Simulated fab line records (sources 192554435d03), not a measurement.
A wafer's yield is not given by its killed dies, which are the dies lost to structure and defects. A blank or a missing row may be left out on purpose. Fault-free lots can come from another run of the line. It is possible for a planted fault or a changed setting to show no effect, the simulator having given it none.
Chamber matching -- flow n5_finfet -- N5_BEOL_M13_ETCH_68 on rie_diel-06: 4 sister chambers
The step etches SOC in N2/H2, time 355 s. 4 wafers are shown with their chamber, then 8 later ones without.

## WAFERS WITH THEIR CHAMBER
wafer,chamber,drypump_motor_current_A (A)
L085.1,3,5.8
L086.4,2,5.9
L086.6,0,5.6
L093.3,1,5.4

## WAFERS WITH NO CHAMBER GIVEN
wafer,drypump_motor_current_A (A)
L093.4,5.5
L093.6,5.8
L092.1,5.4
L092.3,5.9
L092.5,5.4
L094.4,5.4
L094.5,5.5
L094.6,5.8

## CHAMBER TAKEN BY EACH
wafer,from the rows above,in truth
L093.4,can't be placed: 0 or 1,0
L093.6,3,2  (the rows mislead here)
L092.1,1,1
L092.3,2,2
L092.5,1,1
L094.4,1,1
L094.5,can't be placed: 0 or 1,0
L094.6,3,3
Placed correctly: 5 of 8. From these rows, 2 cannot be placed; in 2 the true chamber is one of the candidates. Placed wrongly: 1.
How it was worked out, from the rows above alone: a wafer's distance from a chamber is the root of the sum, over the readings, of the square of ((its reading less the chamber's mean) divided by the reading's scatter). If the next closest chamber is less than 2 further off than the closest, the wafer can't be placed; otherwise it belongs to the closest. The mean given for a chamber averages the wafers shown for that chamber. The scatter: root of mean squared gap, hidden wafer to nearest shown wafer, with one shown wafer a chamber.
